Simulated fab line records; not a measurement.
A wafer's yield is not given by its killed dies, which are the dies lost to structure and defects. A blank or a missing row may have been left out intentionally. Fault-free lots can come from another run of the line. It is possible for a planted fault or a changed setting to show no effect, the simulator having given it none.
Which tool was responsible? | flow n5 finfet | 9 lots with 26 wafers sampled at 5 steps, on a route of 1938 steps

## WHAT EACH GAUGE READ, for each wafer
N5_BEOL_M8_OCD_MEAS_38.
lot  | measured     | on     | trench depth nm (nm)
L717 | day 10 07:36 | ocd-01 | 93.5 91.4 89.8
L718 | day 10 21:49 | ocd-01 | 89.9 92.2 92.4
L720 | day 11 04:58 | ocd-02 | 93.6 91.2 133.7
L725 | day 12 11:27 | ocd-02 | 93.5 135.9
L728 | day 13 14:32 | ocd-01 | 93.5 91.5 91.6
L730 | day 13 15:08 | ocd-01 | 92.8 95.2 94.4
L729 | day 13 14:55 | ocd-01 | 94.4 92.9 92.4
L733 | day 14 23:25 | ocd-02 | 94.2 91.2 94.0
L736 | day 15 01:28 | ocd-02 | 91.5 95.8 94.3

## TOOL THAT RAN EACH LOT (tool first, then ch and the chambers of the sampled wafers, then the start)
lot  | N5_BEOL_M8_ETCH_62                 | N5_BEOL_M8_DESCUM_33               | N5_BEOL_M8_TRENCH_ETCH_37          | N5_BEOL_M8_STRIP_80
L717 | rie diel-04 ch 2,3, day 10 06:22   | rie diel-06 ch 1,2,3, day 10 07:10 | rie diel-06 ch 1,2,3, day 10 07:26 | rie diel-06 ch 1,2,3, day 10 07:36 or earlier
L718 | rie diel-04 ch 1,2, day 10 20:35   | rie diel-06 ch 0,2, day 10 21:23   | rie diel-06 ch 0,2, day 10 21:40   | rie diel-06 ch 0,2, day 10 21:49 or earlier
L720 | rie diel-04 ch 0,1,3, day 11 00:25 | rie diel-06 ch 0,1,3, day 11 04:32 | rie diel-06 ch 0,1,3, day 11 04:48 | rie diel-06 ch 0,1,3, day 11 04:58 or earlier
L725 | rie diel-04 ch 0,1, day 12 09:23   | rie diel-06 ch 0,3, day 12 11:01   | rie diel-06 ch 0,3, day 12 11:17   | rie diel-06 ch 0,3, day 12 11:27 or earlier
L728 | rie diel-03 ch 0,1, day 13 12:47   | rie diel-04 ch 0,3, day 13 14:07   | rie diel-04 ch 0,3, day 13 14:23   | rie diel-04 ch 0,3, day 13 14:32 or earlier
L730 | rie diel-06 ch 0,1,2, day 13 13:14 | rie diel-04 ch 1,2,3, day 13 14:42 | rie diel-04 ch 1,2,3, day 13 14:58 | rie diel-04 ch 1,2,3, day 13 15:08 or earlier
L729 | rie diel-04 ch 0,2,3, day 13 13:28 | rie diel-03 ch 0,1,2, day 13 14:29 | rie diel-03 ch 0,1,2, day 13 14:46 | rie diel-03 ch 0,1,2, day 13 14:55 or earlier
L733 | rie diel-04 ch 0,2, day 14 21:50   | rie diel-03 ch 1,2, day 14 22:59   | rie diel-03 ch 1,2, day 14 23:15   | rie diel-03 ch 1,2, day 14 23:25 or earlier
L736 | rie diel-03 ch 0,2, day 15 00:05   | rie diel-03 ch 1,2,3, day 15 01:02 | rie diel-03 ch 1,2,3, day 15 01:19 | rie diel-03 ch 1,2,3, day 15 01:28 or earlier
- N5_BEOL_M8_ETCH_62: etches SOC in N2/H2, target depth 110 nm, overetch 22 nm, time 165 s.
- N5_BEOL_M8_DESCUM_33: chemistry O2, time 7 s.
- N5_BEOL_M8_TRENCH_ETCH_37: etches SiCOH lowk in C4F6/O2, target depth 93.478 nm, time 31.2 s.
- N5_BEOL_M8_STRIP_80: strips in N2/H2, time 10 s.

## THE ANSWER, worked out from the rows above alone
Rule: the usual values come from the lots themselves. The widest of any qualifying gaps counts: lots, ordered by their means at a reading, are off when they make up no more than a third of the lots, leave a main group of 4 or more, and stand apart from it by 3 or more times the standard deviation of that group's means. A main group whose means are all the same, to the digits that the tables above print for the reading, isn't used. A lot without any number at a reading at which 4 lots or more have one is off too. Any other lot the step has rows for is counted as sound.
Off at N5_BEOL_M8_OCD_MEAS_38 (trench depth nm): L720, L725. The main group has a mean of 92.8 nm with a standard deviation of 0.98.
A tool fits if, at a process step before that reading, it ran every lot that is off, and no sound lot after the first of them. The gauges at N5_BEOL_M8_OCD_MEAS_38 are tried like those tools. Because N5_BEOL_M8_STRIP_80 lacks a start for some lots, the hours and order of its lots are taken from N5_BEOL_M8_OCD_MEAS_38. One fits: rie diel-06 at N5_BEOL_M8_DESCUM_33 and N5_BEOL_M8_TRENCH_ETCH_37 and N5_BEOL_M8_STRIP_80. At N5_BEOL_M8_DESCUM_33 its last sound lot is L718 (day 10 21:23), its first lot that is off L720 (day 11 04:32): a fault that began between those two fits.

## WHAT HAD BEEN PUT IN BY THE SIMULATOR
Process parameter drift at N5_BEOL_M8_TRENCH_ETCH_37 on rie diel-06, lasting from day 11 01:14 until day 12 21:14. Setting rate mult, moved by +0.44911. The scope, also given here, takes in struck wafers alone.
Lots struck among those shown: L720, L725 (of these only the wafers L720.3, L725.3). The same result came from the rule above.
